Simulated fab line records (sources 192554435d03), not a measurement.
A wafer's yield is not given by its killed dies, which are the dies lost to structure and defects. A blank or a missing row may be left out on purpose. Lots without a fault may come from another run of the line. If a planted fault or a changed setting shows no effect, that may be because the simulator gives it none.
Split-lot study / flow n5Finfet / 21 wafers read from 7 lots, route of 1938 steps

## THE SPLIT
At N5_BEOL_M11_COAT_05 (resist thk 90 nm), the setting spinRpm was moved away from the recipe's 1500 rpm on 4 of the 21 wafers read, by -6.7% to +10.1%. The other wafers ran this setting at the recipe's value.

Between the split and the reading, the file records no step.

## THE READING
CAR-ArF_of_BEOL_M11_COAT_05.thkNm (the simulator's own value, which no gauge read), in nm, at N5_BEOL_M11_DESCUM_16 (chemistry O2, time 7.9 s). No usual value for it is given in the file. Average 83.6 nm, standard deviation 0.32 nm, over the 17 wafers here run with the recipe.

wafer=L074.3; tool, chamber at the split=lithoTrack-05, 0; spinRpm as run, rpm=1500; against the recipe=recipe; CAR-ArF_of_BEOL_M11_COAT_05.thkNm, nm=84; against lot-mates on the recipe=-
wafer=L074.4; tool, chamber at the split=lithoTrack-05, 0; spinRpm as run, rpm=1500; against the recipe=recipe; CAR-ArF_of_BEOL_M11_COAT_05.thkNm, nm=83.2; against lot-mates on the recipe=-
wafer=L074.6; tool, chamber at the split=lithoTrack-05, 0; spinRpm as run, rpm=1500; against the recipe=recipe; CAR-ArF_of_BEOL_M11_COAT_05.thkNm, nm=83.4; against lot-mates on the recipe=-
wafer=L077.1; tool, chamber at the split=lithoTrack-03, 0; spinRpm as run, rpm=1589; against the recipe=+5.9%; CAR-ArF_of_BEOL_M11_COAT_05.thkNm, nm=80.8; against lot-mates on the recipe=-2.2
wafer=L077.4; tool, chamber at the split=lithoTrack-03, 0; spinRpm as run, rpm=1589; against the recipe=+5.9%; CAR-ArF_of_BEOL_M11_COAT_05.thkNm, nm=80.6; against lot-mates on the recipe=-2.4
wafer=L077.5; tool, chamber at the split=lithoTrack-03, 0; spinRpm as run, rpm=1500; against the recipe=recipe; CAR-ArF_of_BEOL_M11_COAT_05.thkNm, nm=83; against lot-mates on the recipe=-
wafer=L080.1; tool, chamber at the split=lithoTrack-03, 0; spinRpm as run, rpm=1500; against the recipe=recipe; CAR-ArF_of_BEOL_M11_COAT_05.thkNm, nm=83.2; against lot-mates on the recipe=-
wafer=L080.4; tool, chamber at the split=lithoTrack-03, 0; spinRpm as run, rpm=1500; against the recipe=recipe; CAR-ArF_of_BEOL_M11_COAT_05.thkNm, nm=83.6; against lot-mates on the recipe=-
wafer=L080.5; tool, chamber at the split=lithoTrack-03, 0; spinRpm as run, rpm=1652; against the recipe=+10.1%; CAR-ArF_of_BEOL_M11_COAT_05.thkNm, nm=79.4; against lot-mates on the recipe=-4.0
wafer=L081.1; tool, chamber at the split=lithoTrack-03, 0; spinRpm as run, rpm=1399; against the recipe=-6.7%; CAR-ArF_of_BEOL_M11_COAT_05.thkNm, nm=86.6; against lot-mates on the recipe=+2.6
wafer=L081.2; tool, chamber at the split=lithoTrack-03, 0; spinRpm as run, rpm=1500; against the recipe=recipe; CAR-ArF_of_BEOL_M11_COAT_05.thkNm, nm=84.4; against lot-mates on the recipe=-
wafer=L081.3; tool, chamber at the split=lithoTrack-03, 0; spinRpm as run, rpm=1500; against the recipe=recipe; CAR-ArF_of_BEOL_M11_COAT_05.thkNm, nm=83.6; against lot-mates on the recipe=-
wafer=L085.1; tool, chamber at the split=lithoTrack-03, 0; spinRpm as run, rpm=1500; against the recipe=recipe; CAR-ArF_of_BEOL_M11_COAT_05.thkNm, nm=83.8; against lot-mates on the recipe=-
wafer=L085.4; tool, chamber at the split=lithoTrack-03, 0; spinRpm as run, rpm=1500; against the recipe=recipe; CAR-ArF_of_BEOL_M11_COAT_05.thkNm, nm=83.8; against lot-mates on the recipe=-
wafer=L085.6; tool, chamber at the split=lithoTrack-03, 0; spinRpm as run, rpm=1500; against the recipe=recipe; CAR-ArF_of_BEOL_M11_COAT_05.thkNm, nm=83.6; against lot-mates on the recipe=-
wafer=L093.2; tool, chamber at the split=lithoTrack-04, 0; spinRpm as run, rpm=1500; against the recipe=recipe; CAR-ArF_of_BEOL_M11_COAT_05.thkNm, nm=83.4; against lot-mates on the recipe=-
wafer=L093.4; tool, chamber at the split=lithoTrack-04, 0; spinRpm as run, rpm=1500; against the recipe=recipe; CAR-ArF_of_BEOL_M11_COAT_05.thkNm, nm=83.4; against lot-mates on the recipe=-
wafer=L093.5; tool, chamber at the split=lithoTrack-04, 0; spinRpm as run, rpm=1500; against the recipe=recipe; CAR-ArF_of_BEOL_M11_COAT_05.thkNm, nm=83.4; against lot-mates on the recipe=-
wafer=L097.1; tool, chamber at the split=lithoTrack-04, 0; spinRpm as run, rpm=1500; against the recipe=recipe; CAR-ArF_of_BEOL_M11_COAT_05.thkNm, nm=83.6; against lot-mates on the recipe=-
wafer=L097.2; tool, chamber at the split=lithoTrack-04, 0; spinRpm as run, rpm=1500; against the recipe=recipe; CAR-ArF_of_BEOL_M11_COAT_05.thkNm, nm=83.6; against lot-mates on the recipe=-
wafer=L097.6; tool, chamber at the split=lithoTrack-04, 0; spinRpm as run, rpm=1500; against the recipe=recipe; CAR-ArF_of_BEOL_M11_COAT_05.thkNm, nm=83.4; against lot-mates on the recipe=-

THE FIT
A straight line over all 21 wafers: CAR-ArF_of_BEOL_M11_COAT_05.thkNm changes by -0.441 nm for each +1% of spinRpm; r = -0.98; the points scatter about the line by 0.32 nm.
The same after taking each lot's own level away (the mean of its wafers on the recipe; 21 wafers): -0.391 nm for each +1%; r = -0.99; scatter 0.21 nm.
That fit puts the effect of the largest move of spinRpm on the reading at 4 nm.
The lots' own levels span 83.00 to 84.00 nm, that is 3.1 times the standard deviation above.
Thus the slope moves with the lot-to-lot level: the two fits are different.
Check: -3.92 nm against its lot-mates is what the line predicts for one of the wafers moved furthest among these (+10.1%) when that wafer is left out of the fit. It came out at -4 nm against them.

## THE OTHER SPLITS THESE WAFERS WENT THROUGH
Other splits were also applied to these wafers ahead of the reading. Each is held against what the fit with the lots' levels taken away leaves over:
other split on the same wafers=N5_BEOL_M8_TRENCH_ETCH_37 timeS; wafers away from the commonest value=7; r with CAR-ArF_of_BEOL_M11_COAT_05.thkNm (lot level and that fit taken away)=-0.17
other split on the same wafers=N5_BEOL_M10_ETCH_62 timeS; wafers away from the commonest value=11; r with CAR-ArF_of_BEOL_M11_COAT_05.thkNm (lot level and that fit taken away)=+0.02
other split on the same wafers=N5_BEOL_M10_COAT_64 spinRpm; wafers away from the commonest value=8; r with CAR-ArF_of_BEOL_M11_COAT_05.thkNm (lot level and that fit taken away)=-0.19

## THE WHOLE CHAIN: every reading that the file lists as answering this split, in the file's order
step=N5_BEOL_M11_COAT_05; what it does=resist thk 90 nm; reading=CAR-ArF_of_BEOL_M11_COAT_05.thkNm (the simulator's own value, which no gauge read); change (the file's fit)=-0.424 nm for each +1% of the setting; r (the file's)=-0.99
step=N5_BEOL_M11_DESCUM_16; what it does=chemistry O2, time 7.9 s; reading=CAR-ArF_of_BEOL_M11_COAT_05.thkNm (the simulator's own value, which no gauge read); change (the file's fit)=-0.391 nm for each +1% of the setting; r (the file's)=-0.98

## THE FILE'S OWN FIT
CAR-ArF_of_BEOL_M11_COAT_05.thkNm changes by -0.391 nm for each +1% of spinRpm, r = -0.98.
